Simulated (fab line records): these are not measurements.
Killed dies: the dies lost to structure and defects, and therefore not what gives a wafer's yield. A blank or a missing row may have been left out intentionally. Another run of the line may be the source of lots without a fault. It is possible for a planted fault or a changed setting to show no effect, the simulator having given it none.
Problem report in the 8D (eight disciplines) form, filled by code || flow nand_harc || the parts of the form that need people (team, actions taken, sign-off) are left out

== 1. THE ISSUE ==
Wafers without a fault read 28, standard deviation 15; raw_defect_count at NHARC_A_CONTACT_INSPECT_44 reads a mean of 772 on 6 wafers belonging to 2 lots. That puts it +50 standard deviations away from the usual mean.
The first sign was on wafer L331.2 at day 22 20:11, on defect_inspect-02. Wafers with a number at this step in the record: 36, from 12 lots. Rule for "out" (also "out of limits"): further than 4 standard deviations from the usual mean. The rest of the wafers with a number are treated as sound.

== 2. WHAT IT IS, WHAT IT ISN'T ==
{"question": "which readings at this step", "is": "raw_defect_count", "is not": "-"}
{"question": "which lots", "is": "L322, L331", "is not": "L310, L312, L314, L315, L316, L317, L320, L325, L326, L333"}
{"question": "which wafers of those lots", "is": "all that have a number", "is not": "-"}
{"question": "read on which gauges", "is": "defect_inspect-02", "is not": "defect_inspect-01"}
{"question": "when", "is": "from day 22 20:11", "is not": "up to then (24 sound wafers); but 6 sound wafers of L326, L333 came after"}

== 3. SUSPECTS, AND WHAT RULES EACH OUT ==
Counting: a tool at a process step up to the reading stays a suspect if it ran every lot that is out and no sound lot after the first of them.
- the gauge at NHARC_A_CONTACT_INSPECT_44 is ruled out. All the wafers that are out were read on defect_inspect-02, but those of them that NHARC_END_SORT_01 has rows for are out there too, on other tools.
- pecvd-04 at NHARC_A_CONTACT_DEP_24 (deposits SiO2, target thk 500 nm): ruled out as a lasting fault. Following L331 (day 22 16:01), the first lot on it that is out, the sound lots L326, L333 were run on it.
- acl_dep-03 at NHARC_A_CONTACT_DEP_28 (deposits aC, target thk 3600 nm): kept. Every lot that is out went through it, starting with L331 (day 22 17:29), and after that it ran no sound lot; the last sound lot it ran before then is L320 (day 20 18:03).
After counting, what remains is acl_dep-03 at NHARC_A_CONTACT_DEP_28.

== 4. THE CAUSE (what the simulator had put in) ==
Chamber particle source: acl_dep-03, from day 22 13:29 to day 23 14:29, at NHARC_A_CONTACT_DEP_28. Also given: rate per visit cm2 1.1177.
Only this tool survived the counting.

== 5. SEQUENCE OF EFFECTS, ordered by route ==
Each row: a reading whose mean over the struck wafers that have a number lies more than 3 standard deviations from the usual. Readings are gone through only where the record gives a usual standard deviation; hours: the median, over the lots, of the time from a lot's start at the first step in this table giving one to that lot's start at this step; sigmas: the change measured in usual standard deviations.
{"hours": 0, "step": "NHARC_A_CONTACT_INSPECT_44", "reading": "raw_defect_count", "usual": 28, "on struck wafers": 772, "change": "+744", "sigmas": "+50"}
{"hours": 118, "step": "NHARC_END_SORT_01", "reading": "killed_at_array", "usual": 29, "on struck wafers": 135, "change": "+106", "sigmas": "+9.6"}
{"hours": 118, "step": "NHARC_END_SORT_01", "reading": "killed_dies", "usual": 33, "on struck wafers": 138, "change": "+105", "sigmas": "+8.8"}

== 6. HOW IT WOULD HAVE BEEN CAUGHT EARLIER ==
7 hours passed between the start of the fault at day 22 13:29 and the first reading out of limits at a measuring or inspecting step in this record, taken at day 22 20:11.
Tool readings at NHARC_A_CONTACT_DEP_28 with a usual standard deviation given in the record: none out on any struck wafer, hence no alarm at a limit of 4 standard deviations on them.
Lots out: 2; of these, L322 started NHARC_A_CONTACT_DEP_28 on acl_dep-03 after day 22 20:11. Holding the tool at that time would have saved it.
